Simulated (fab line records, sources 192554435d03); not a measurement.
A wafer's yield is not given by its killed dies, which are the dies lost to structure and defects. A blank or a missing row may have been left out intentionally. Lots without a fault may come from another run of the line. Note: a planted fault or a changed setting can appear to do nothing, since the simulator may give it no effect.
Chamber matching	flow n5Finfet	N5_BEOL_M11_DEP_56 on pecvd-04: 3 sister chambers
The step deposits SiCN from 3MS/NH3, target thk 30 nm, time 10.5 s. 5 wafers are shown with their chamber, then 7 later ones without.

## WAFERS PAIRED WITH THEIR CHAMBERS
wafer	chamber	showerheadPlenumPTorr (Torr)	throttleValvePct (%)
L074.2	1	4.223	18.2
L078.4	0	4.150	18.1
L078.5	2	4.169	16.3
L079.3	0	4.151	18.2
L079.4	2	4.159	16.4

## WAFERS WITHOUT THEIR CHAMBER
wafer	showerheadPlenumPTorr (Torr)	throttleValvePct (%)
L079.6	4.147	17.8
L095.2	4.217	18.2
L095.4	4.154	17.9
L095.5	4.232	17.8
L097.4	4.152	18.2
L097.5	4.226	17.9
L097.6	4.165	16.6

## WHICH CHAMBER EACH ONE RAN IN
wafer	from the rows above	in truth
L079.6	0	0
L095.2	1	1
L095.4	0	0
L095.5	1	1
L097.4	0	0
L097.5	1	1
L097.6	2	2
7 of 7 placed correctly. Number that these rows cannot place: 0. 0 placed wrongly.
How it was worked out, from the rows above alone: a wafer's distance from a chamber is the root of the sum, over the readings, of the square of ((its reading less the chamber's mean) divided by the reading's scatter). If the next closest chamber is less than 2 further off than the closest, the wafer can't be placed; otherwise it belongs to the closest. The mean given for a chamber averages the wafers shown for that chamber. The scatter is the square root of a quotient: the sum, over the shown wafers, of each reading's squared deviation from its chamber's mean, divided by wafers minus chambers.
